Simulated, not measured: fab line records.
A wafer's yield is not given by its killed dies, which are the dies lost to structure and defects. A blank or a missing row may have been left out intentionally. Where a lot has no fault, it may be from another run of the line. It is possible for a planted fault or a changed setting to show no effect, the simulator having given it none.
Matching of chambers :: flow n5_finfet :: N5_BEOL_M0_PRE_CLEAN_131 on cvd_co-01 has 3 sister chambers
The step time 15 s. 36 wafers are shown with their chamber, then 12 later ones without.

WAFERS, EACH WITH ITS CHAMBER
wafer: L075.1
chamber: 2
heater_power_w (W): 43

wafer: L075.4
chamber: 1
heater_power_w (W): 76

wafer: L075.6
chamber: 2
heater_power_w (W): 43

wafer: L078.1
chamber: 0
heater_power_w (W): 114

wafer: L078.2
chamber: 1
heater_power_w (W): 77

wafer: L078.3
chamber: 2
heater_power_w (W): 43

wafer: L080.1
chamber: 1
heater_power_w (W): 76

wafer: L080.4
chamber: 1
heater_power_w (W): 76

wafer: L080.5
chamber: 1
heater_power_w (W): 77

wafer: L081.1
chamber: 2
heater_power_w (W): 43

wafer: L081.2
chamber: 0
heater_power_w (W): 120

wafer: L081.6
chamber: 1
heater_power_w (W): 77

wafer: L083.1
chamber: 0
heater_power_w (W): 120

wafer: L083.2
chamber: 1
heater_power_w (W): 77

wafer: L083.3
chamber: 2
heater_power_w (W): 43

wafer: L083.4
chamber: 0
heater_power_w (W): 118

wafer: L083.5
chamber: 1
heater_power_w (W): 77

wafer: L083.6
chamber: 2
heater_power_w (W): 44

wafer: L086.3
chamber: 1
heater_power_w (W): 76

wafer: L086.4
chamber: 0
heater_power_w (W): 120

wafer: L086.6
chamber: 1
heater_power_w (W): 73

wafer: L085.2
chamber: 0
heater_power_w (W): 117

wafer: L085.4
chamber: 0
heater_power_w (W): 114

wafer: L085.6
chamber: 1
heater_power_w (W): 76

wafer: L088.1
chamber: 0
heater_power_w (W): 113

wafer: L088.2
chamber: 1
heater_power_w (W): 76

wafer: L088.3
chamber: 2
heater_power_w (W): 44

wafer: L088.4
chamber: 0
heater_power_w (W): 119

wafer: L088.5
chamber: 1
heater_power_w (W): 78

wafer: L088.6
chamber: 2
heater_power_w (W): 44

wafer: L087.1
chamber: 0
heater_power_w (W): 115

wafer: L087.2
chamber: 2
heater_power_w (W): 44

wafer: L087.3
chamber: 1
heater_power_w (W): 76

wafer: L087.4
chamber: 0
heater_power_w (W): 119

wafer: L087.5
chamber: 1
heater_power_w (W): 74

wafer: L087.6
chamber: 2
heater_power_w (W): 44

SIGNATURES (averages over the wafers above)
reading: heater_power_w
chamber 0: 117.18
chamber 1: 76.13
chamber 2: 43.50
scatter within a chamber: 1.72
Rule: distance of a wafer from a chamber = root of the sum over the readings of ((wafer's reading minus chamber's mean) / reading's scatter) squared. The wafer belongs to the nearest chamber; if the next one is less than 2 further off, it can't be placed. The scatter: the root of (the sum of the squares of (reading less its chamber's mean) over the shown wafers, divided by (wafers less chambers)).

WAFERS WITH NO CHAMBER GIVEN
wafer: L092.2
heater_power_w (W): 76

wafer: L092.3
heater_power_w (W): 44

wafer: L092.5
heater_power_w (W): 116

wafer: L094.2
heater_power_w (W): 118

wafer: L094.4
heater_power_w (W): 77

wafer: L094.5
heater_power_w (W): 44

wafer: L095.1
heater_power_w (W): 45

wafer: L095.2
heater_power_w (W): 76

wafer: L095.3
heater_power_w (W): 115

wafer: L097.1
heater_power_w (W): 75

wafer: L097.3
heater_power_w (W): 44

wafer: L097.4
heater_power_w (W): 44

EACH ONE'S CHAMBER
wafer: L092.2
from the rows above: 1
in truth: 1

wafer: L092.3
from the rows above: 2
in truth: 2

wafer: L092.5
from the rows above: 0
in truth: 0

wafer: L094.2
from the rows above: 0
in truth: 0

wafer: L094.4
from the rows above: 1
in truth: 1

wafer: L094.5
from the rows above: 2
in truth: 2

wafer: L095.1
from the rows above: 2
in truth: 2

wafer: L095.2
from the rows above: 1
in truth: 1

wafer: L095.3
from the rows above: 0
in truth: 0

wafer: L097.1
from the rows above: 1
in truth: 1

wafer: L097.3
from the rows above: 2
in truth: 2

wafer: L097.4
from the rows above: 2
in truth: 2
Placed correctly: 12 of 12. Can't be placed from these rows: 0. Number placed wrongly: 0.
